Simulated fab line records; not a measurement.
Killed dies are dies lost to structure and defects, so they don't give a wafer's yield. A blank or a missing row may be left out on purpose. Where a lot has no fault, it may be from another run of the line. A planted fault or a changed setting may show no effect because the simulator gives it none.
Which of the tools did it? ; flow n5_finfet ; 14 lots, 41 wafers sampled, at 3 steps of a route of 1938

## WHAT THE GAUGES READ, wafer by wafer
N5_FIN_SAQP_CD_MEAS_27: target cd 20 nm.
lot;measured;on;cd_nm (nm)
L368;day 2 00:59;cd_sem-01;20.03 20.66 20.51
L369;day 2 07:28;cd_sem-02;20.09 20.19 20.31
L370;day 2 11:49;cd_sem-01;20.24 20.34 20.09
L372;day 3 01:14;cd_sem-03;20.26 20.49 20.63
L373;day 3 06:53;cd_sem-01;19.93 20.17 20.04
L375;day 3 18:25;cd_sem-02;20.42 20.06 20.44
L376;day 4 02:41;cd_sem-01;20.17 19.90 20.28
L377;day 4 06:58;cd_sem-03;20.13 20.59 20.09
L378;day 4 11:44;cd_sem-02;20.71 20.25 20.95
L379;day 5 01:50;cd_sem-03;20.11 20.11 20.07
L380;day 5 04:55;cd_sem-03;19.78 20.23 20.14
L381;day 5 08:26;cd_sem-02;20.36 20.49 20.10
L383;day 5 17:55;cd_sem-02;20.17 15.48
L385;day 6 06:07;cd_sem-03;20.38 15.91 15.65

## WHICH TOOL RAN EACH LOT (tool, then ch and the chambers of the sampled wafers, then the start)
lot;N5_FIN_SAQP_PECVD_47;N5_FIN_SAQP_SPACER1_ALD_24
L368;pecvd-03 ch 0,1,2, day 1 20:38;ald_sin-03 ch 0,1,3, day 2 00:04
L369;pecvd-01 ch 0,1, day 2 04:37;ald_sin-01 ch 0,1, day 2 06:32
L370;pecvd-03 ch 0,1, day 2 08:41;ald_sin-04 ch 0,1,2, day 2 10:53
L372;pecvd-01 ch 0,1,2, day 2 21:44;ald_sin-04 ch 0,1,3, day 3 00:12
L373;pecvd-01 ch 1,2, day 3 03:32;ald_sin-03 ch 0,2, day 3 05:54
L375;pecvd-01 ch 0,1,2, day 3 15:34;ald_sin-03 ch 1,2,3, day 3 17:26
L376;pecvd-01 ch 0,1, day 3 23:31;ald_sin-01 ch 1,3, day 4 01:35
L377;pecvd-04 ch 0,1,2, day 4 03:52;ald_sin-01 ch 0,1, day 4 06:02
L378;pecvd-04 ch 0,1, day 4 08:39;ald_sin-03 ch 0,1,2, day 4 10:49
L379;pecvd-03 ch 0,1,2, day 4 18:10;ald_sin-03 ch 0,2,3, day 5 01:10
L380;pecvd-04 ch 0,2, day 5 00:37;ald_sin-01 ch 0,1, day 5 03:51
L381;pecvd-01 ch 0,1,2, day 5 05:37;ald_sin-01 ch 0,2,3, day 5 07:29
L383;pecvd-03 ch 0, day 5 15:15;ald_sin-03 ch 1,3, day 5 16:58
L385;pecvd-01 ch 0,1, day 6 03:02;ald_sin-03 ch 0,1,3, day 6 05:12
- N5_FIN_SAQP_PECVD_47: deposits a-Si from SiH4/He, target thk 45 nm, time 36.3 s.
- N5_FIN_SAQP_SPACER1_ALD_24: deposits SiO2, target thk 20.3 nm, pulse time 1 s, purge time 2 s.

## AS READ BY THE TOOLS THEMSELVES (means over the sampled wafers that have a number; for cases with no such wafer, the mark the record gives instead)
N5_FIN_SAQP_PECVD_47.
lot;tool;heater_power_outer_w (W);heater_power_w (W);showerhead_plenum_p_Torr (Torr);throttle_valve_pct (%)
L368;pecvd-03;538;866;5.71;17.6
L369;pecvd-01;604;1021;5.69;18.4
L370;pecvd-03;476;780;5.67;17.9
L372;pecvd-01;525;892;5.68;17.7
L373;pecvd-01;460;774;5.70;17.5
L375;pecvd-01;594;970;5.68;17.8
L376;pecvd-01;565;973;5.70;18.3
L377;pecvd-04;556;909;5.68;19.0
L378;pecvd-04;599;952;5.67;19.3
L379;pecvd-03;527;871;5.71;17.9
L380;pecvd-04;537;891;5.71;18.7
L381;pecvd-01;566;923;5.68;17.8
L383;pecvd-03;503;832;5.74;18.0
L385;pecvd-01;613;1018;5.67;17.9

N5_FIN_SAQP_SPACER1_ALD_24.
lot;tool;heater_power_outer_w (W);heater_power_w (W);precursor_pulse_height_rel
L368;ald_sin-03;263;478;0.998
L369;ald_sin-01;308;526;1.006
L370;ald_sin-04;237;450;0.997
L372;ald_sin-04;262;472;0.992
L373;ald_sin-03;285;494;0.984
L375;ald_sin-03;269;477;1.010
L376;ald_sin-01;252;456;0.984
L377;ald_sin-01;306;526;1.001
L378;ald_sin-03;259;463;0.997
L379;ald_sin-03;288;502;1.005
L380;ald_sin-01;317;520;0.983
L381;ald_sin-01;279;505;0.977
L383;ald_sin-03;256;466;0.999
L385;ald_sin-03;270;484;0.999

## THE ANSWER, worked out from the rows above alone
Rule: usual is defined by the lots themselves. Put in order of their means at a reading, lots are off if they are a third of the lots or fewer, leave a main group of 4 or more, and stand apart from it by a gap of 3 or more times the standard deviation of the main group's means; of several such gaps the widest counts. The tables above print the reading to a certain number of digits; a main group whose means all agree to those digits is not used. Also off: a lot with no number at a reading for which 4 or more lots have one. The other lots that the step has rows for count as sound. The gauges are gone through in route order, then the tools' own readings, and for those a lot's mean is taken as printed above. At the first step where some lot is off, the reading lying furthest off is the one used; lots without a number count as furthest.
Off: L383, L385, at N5_FIN_SAQP_CD_MEAS_27 (cd_nm). Mean 20.26 nm and standard deviation 0.17 in the main group.
If a tool, at a process step before that reading, ran all the lots that are off and no sound lot after the first of them, it fits. Gauges at N5_FIN_SAQP_CD_MEAS_27: tried the same way as those tools. One fits: N5_FIN_SAQP_SPACER1_ALD_24 on ald_sin-03. A fault onset in the window from L379 (day 5 01:10, its last sound lot) to L383 (day 5 16:58, its first lot off) fits.

## WHAT THE SIMULATOR HAD INSERTED
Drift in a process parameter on ald_sin-03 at N5_FIN_SAQP_SPACER1_ALD_24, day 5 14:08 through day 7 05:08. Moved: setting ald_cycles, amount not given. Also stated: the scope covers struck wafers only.
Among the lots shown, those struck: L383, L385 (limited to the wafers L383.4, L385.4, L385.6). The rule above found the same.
